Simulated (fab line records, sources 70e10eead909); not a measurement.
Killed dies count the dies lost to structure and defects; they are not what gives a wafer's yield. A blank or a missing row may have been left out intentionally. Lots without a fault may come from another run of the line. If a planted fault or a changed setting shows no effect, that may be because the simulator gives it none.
Chamber matching :: flow nand harc :: NHARC_P_GATE_DESCUM_93 on rie diel-06: 4 sister chambers
The step chemistry O2, time 3 s. 4 wafers are shown with their chamber, then 12 later ones without.

## WAFERS PAIRED WITH THEIR CHAMBERS
wafer: L089.6
chamber: 3
drypump motor current A (A): 6.16

wafer: L093.1
chamber: 0
drypump motor current A (A): 5.38

wafer: L093.3
chamber: 1
drypump motor current A (A): 5.79

wafer: L093.5
chamber: 2
drypump motor current A (A): 5.75

## WAFERS WHOSE CHAMBER IS MISSING
wafer: L094.1
drypump motor current A (A): 5.36

wafer: L094.4
drypump motor current A (A): 5.76

wafer: L094.5
drypump motor current A (A): 5.38

wafer: L096.1
drypump motor current A (A): 5.39

wafer: L096.2
drypump motor current A (A): 5.80

wafer: L096.3
drypump motor current A (A): 6.19

wafer: L097.2
drypump motor current A (A): 5.38

wafer: L097.3
drypump motor current A (A): 5.75

wafer: L097.4
drypump motor current A (A): 6.19

wafer: L097.1
drypump motor current A (A): 5.79

wafer: L097.5
drypump motor current A (A): 5.75

wafer: L097.6
drypump motor current A (A): 6.18

## WHICH CHAMBER EACH WENT THROUGH
wafer: L094.1
from the rows above: 0
in truth: 0

wafer: L094.4
from the rows above: can't be placed: 2 or 1
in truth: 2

wafer: L094.5
from the rows above: 0
in truth: 0

wafer: L096.1
from the rows above: 0
in truth: 0

wafer: L096.2
from the rows above: 1
in truth: 1

wafer: L096.3
from the rows above: 3
in truth: 3

wafer: L097.2
from the rows above: 0
in truth: 0

wafer: L097.3
from the rows above: 2
in truth: 2

wafer: L097.4
from the rows above: 3
in truth: 3

wafer: L097.1
from the rows above: 1
in truth: 1

wafer: L097.5
from the rows above: 2
in truth: 2

wafer: L097.6
from the rows above: 3
in truth: 3
Correctly placed: 11 of 12. Can't be placed from these rows: 1 (the true chamber is among the candidates in 1). Wrongly placed: 0.
How it was worked out, from the rows above alone: a wafer's distance from a chamber is the root of the sum, over the readings, of the square of ((its reading less the chamber's mean) divided by the reading's scatter). The wafer belongs to the nearest chamber; if the next one is less than 2 further off, it can't be placed. Each chamber's mean is taken over the wafers shown for it. The scatter: with one shown wafer a chamber, the root of the mean of the squares of how far each hidden wafer lies from its nearest shown one.
